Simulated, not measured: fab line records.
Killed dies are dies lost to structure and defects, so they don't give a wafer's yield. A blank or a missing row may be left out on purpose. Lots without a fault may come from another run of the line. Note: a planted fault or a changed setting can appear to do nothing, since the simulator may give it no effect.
A lot that was struck, set against a sound lot :: flow nand-harc :: 19 out of 1302 route steps
Sound: wafers L496.1, L496.2, L496.3. The struck wafers were L511.3, L511.4, L511.6. The cause comes at the end.
Order at every step that has rows: each side's tool, ch and its chambers, its first start. Under that, the readings that differ: sound wafers :: struck wafers :: difference of the means :: sigmas: that difference in standard deviations of wafers without a fault.
alike: readings whose means differ by less than 2 such deviations, and words and numbers that are the same on both sides. not compared: withheld readings, readings that some wafer has no value for, bounds like >300 that may hide the same value, and numbers for which the record gives no deviation and whose values overlap.
Wherever a step has rows on one side only, a row that says differs or no value, or a row with sigmas, the two part there. Numbers that don't overlap but have no deviation are shown without sigmas and don't part them. A reading that every wafer of one side lacks parts them only if that side has two wafers or more.

NHARC_P_GATE_CD_MEAS_59: the cd target is 720 nm.
  sound on cd-sem-03 ch 0, day 6 01:41; struck on cd-sem-02 ch 0, day 12 01:06
  alike: cd-nm
then, 1 step without rows for these wafers: NHARC_P_GATE_HARDBAKE_60 (time 80 s).
NHARC_P_GATE_DESCUM_61: chemistry O2, time 3 s.
  sound on rie-diel-06 ch 1,2,3, day 6 01:50; struck on rie-diel-09 ch 0,1,3, day 12 01:17
  alike: drypump-motor-current-A, oes-product-au, rf-vpp-V, showerhead-plenum-p-Torr, throttle-valve-pct
  not compared: rf-hours-counter-h
then, 1 step without rows for these wafers: NHARC_P_GATE_IMPLANT_62.
NHARC_P_GATE_STRIP_112: strips in N2/H2, time 200 s.
  sound on plasma-asher-01 ch 0,1, day 6 02:14; struck on plasma-asher-01 ch 0,1, day 12 01:43
  alike: drypump-motor-current-A, heater-power-w, rf-refl-power-W
  not compared: rf-hours-counter-h
NHARC_P_GATE_STRIP_76: strips in O2.
  sound on plasma-asher-01 ch 0,1, day 6 02:29; struck on plasma-asher-01 ch 0,1, day 12 01:55
  alike: drypump-motor-current-A, heater-power-w, rf-refl-power-W
  not compared: rf-hours-counter-h
then, 6 steps without rows for these wafers: NHARC_P_GATE_STRIP_63 (strips in SPM, time 900 s); NHARC_P_GATE_DEHYDRATE_83 (time 120 s); NHARC_P_GATE_HMDS_84 (time 30 s); NHARC_P_GATE_COAT_85; NHARC_P_GATE_SOFTBAKE_86 (time 95 s); NHARC_P_GATE_EBR_87.
NHARC_P_GATE_EXPOSE_88: exposes mask P HVN, target cd 2000 nm.
  sound on krf-scanner-01 ch 0, day 6 03:07; struck on krf-scanner-01 ch 0, day 12 02:40
reading: mask
sound: P_HVN#0 P_HVN#0 P_HVN#0
struck: P_HVN_R1#0 P_HVN_R1#0 P_HVN_R1#0
difference: differs
sigmas: 
then, 2 steps without rows for these wafers: NHARC_P_GATE_PEB_89 (peb time 85 s); NHARC_P_GATE_DEVELOP_90 (time 70 s).
NHARC_P_GATE_CD_MEAS_91: the cd target is 2000 nm.
  sound on cd-sem-01 ch 0, day 6 03:17; struck on cd-sem-03 ch 0
reading: cd-nm (nm)
sound: 2000.0 2000.0 2000.4
struck: 1976.9 1977.4 1978.3
difference: -22.6
sigmas: -21
  not compared: hold
NHARC_P_GATE_DESCUM_93: chemistry O2, time 3 s.
  sound on rie-diel-06 ch 0,1,3, day 6 03:27; struck on rie-diel-09 ch 0,1,3, day 12 19:57
reading: model.P_GATE.cd-nm (nm)
sound: 2000 2000 2001
struck: 1977 1977 1978
difference: -23
sigmas: 
  alike: drypump-motor-current-A, oes-product-au, rf-vpp-V, showerhead-plenum-p-Torr, throttle-valve-pct
  not compared: rf-hours-counter-h
then, 1 step without rows for these wafers: NHARC_P_GATE_IMPLANT_94.
-- break in the record here, with 18 days between the starts of the struck wafers on either side (left off in module P_GATE, picked up again in module END, where the first step shown is number 1302 on the route) --
NHARC_END_SORT_01:
  at this point the record logs the struck wafers (prober-02 ch 0, day 31 01:37) and has no rows for the sound ones

== WHERE THEY PART ==
First at NHARC_P_GATE_EXPOSE_88; last, within this record, at NHARC_END_SORT_01.

WHY: the cause the simulator had injected
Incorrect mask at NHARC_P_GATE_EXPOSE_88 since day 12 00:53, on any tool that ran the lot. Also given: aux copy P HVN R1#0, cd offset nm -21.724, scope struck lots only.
